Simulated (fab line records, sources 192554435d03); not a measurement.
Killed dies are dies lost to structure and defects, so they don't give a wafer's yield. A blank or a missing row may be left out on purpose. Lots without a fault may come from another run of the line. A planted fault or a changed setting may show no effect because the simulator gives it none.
A struck lot beside a sound one | flow n5_finfet | 14 steps out of a route of 1938
Sound: wafers L777.1, L777.4, L777.6. Struck: wafer L778.2. (L778.3, L778.5 of the same lot were not struck and are left out.) The cause comes at the end.
At each step with rows: each side's tool, then ch and its chambers, then its first start. Under that, the readings that differ: sound wafers | struck wafers | difference of the means | sigmas: that difference in standard deviations of wafers without a fault.
alike: readings whose means differ by less than 2 such deviations, and words and numbers that are the same on both sides. not compared: withheld readings, readings that some wafer has no value for, bounds like >300 that may hide the same value, and numbers for which the record gives no deviation and whose values overlap.
The two part at a step that has a row with sigmas, a row that says differs or no value, or rows on one side only. Numbers that don't overlap but have no deviation are shown without sigmas and don't part them. A reading that every wafer of one side lacks parts them only if that side has two wafers or more.

first, 5 steps without rows for these wafers: N5_BEOL_M11_EBR_24; N5_BEOL_M11_SOFTBAKE_23 (time 60 s); N5_BEOL_M11_EXPOSE_25 (exposes mask V10); N5_BEOL_M11_PEB_26 (peb time 60 s); N5_BEOL_M11_DEVELOP_27 (develop time 30 s).
N5_BEOL_M11_CD_MEAS_28: target cd 70 nm.
  sound on cd_sem-01 ch 0, day 11 20:04; struck on cd_sem-02 ch 0, day 11 19:55
  alike: cd_nm
N5_BEOL_M11_OVL_MEAS_29:
  sound on overlay-01 ch 0, day 11 20:06; struck on overlay-02 ch 0, day 11 19:56
  alike: V10_OVL
N5_BEOL_M11_INSPECT_30: inspects for defects (brightfield).
  sound on defect_inspect-02, day 11 20:08; struck on defect_inspect-02, day 11 19:58
  alike: raw_defect_count
N5_BEOL_M11_DESCUM_33: chemistry O2, time 7.9 s.
  sound on rie_diel-01 ch 0,1, day 11 20:54; struck on rie_diel-03 ch 1, day 11 19:59
  alike: drypump_motor_current_A, oes_product_au, rf_vpp_V, showerhead_plenum_p_Torr, throttle_valve_pct
  not compared: rf_hours_counter_h
N5_BEOL_M11_ETCH_65: etches SiARC in CF4, target depth 39 nm, time 65 s.
  sound on rie_diel-01 ch 0,1, day 11 20:56; struck on rie_diel-03 ch 1, day 11 20:02
  reading               | sound          | struck | difference | sigmas
  etch_rf_on_time_s (s) | 63.4 65.5 63.0 | 66.2   | +2.2       | +2
  alike: drypump_motor_current_A, oes_product_au, rf_fwd_power_W, rf_vpp_V, showerhead_plenum_p_Torr, throttle_valve_pct
  not compared: rf_hours_counter_h
N5_BEOL_M11_ETCH_66: etches SOC in N2/H2, target depth 120 nm, overetch 24 nm, time 180 s.
  sound on rie_diel-01 ch 0,1, day 11 20:59; struck on rie_diel-03 ch 1, day 11 20:05
  alike: drypump_motor_current_A, oes_product_au, rf_fwd_power_W, rf_vpp_V, showerhead_plenum_p_Torr, throttle_valve_pct
  not compared: rf_hours_counter_h
then, 1 step without rows for these wafers: N5_BEOL_M11_STRIP_69 (strips in N2/H2).
N5_BEOL_M11_VIA_ETCH_34: etches SiCOH lowk in C4F6/O2, target depth 184.5 nm, time 69.2 s.
  sound on rie_diel-01 ch 0,1, day 11 21:07; struck on rie_diel-03 ch 1, day 11 20:12
  reading                                   | sound             | struck | difference | sigmas
  rf_fwd_power_W (W)                        | 341.6 342.2 343.1 | 424.7  | +82.4      | +59
  rf_vpp_V (V)                              | 658 668 659       | 602    | -60        | -10
  model.etch.depth_nm (nm)                  | 190.1 186 188.6   | 197.8  | +9.6       |
  model.SOC_of_BEOL_M11_COAT_63.thk_nm (nm) | 91.6 91.4 91.6    | 91.8   | +0.3       |
  alike: drypump_motor_current_A, oes_product_au, showerhead_plenum_p_Torr, throttle_valve_pct
  not compared: rf_hours_counter_h
then, 1 step without rows for these wafers: N5_BEOL_M11_STRIP_73 (strips in C4F6/O2).

WHERE THEY PART
First at N5_BEOL_M11_ETCH_65; last, within this record, at N5_BEOL_M11_VIA_ETCH_34.

WHY: what the simulator had put in
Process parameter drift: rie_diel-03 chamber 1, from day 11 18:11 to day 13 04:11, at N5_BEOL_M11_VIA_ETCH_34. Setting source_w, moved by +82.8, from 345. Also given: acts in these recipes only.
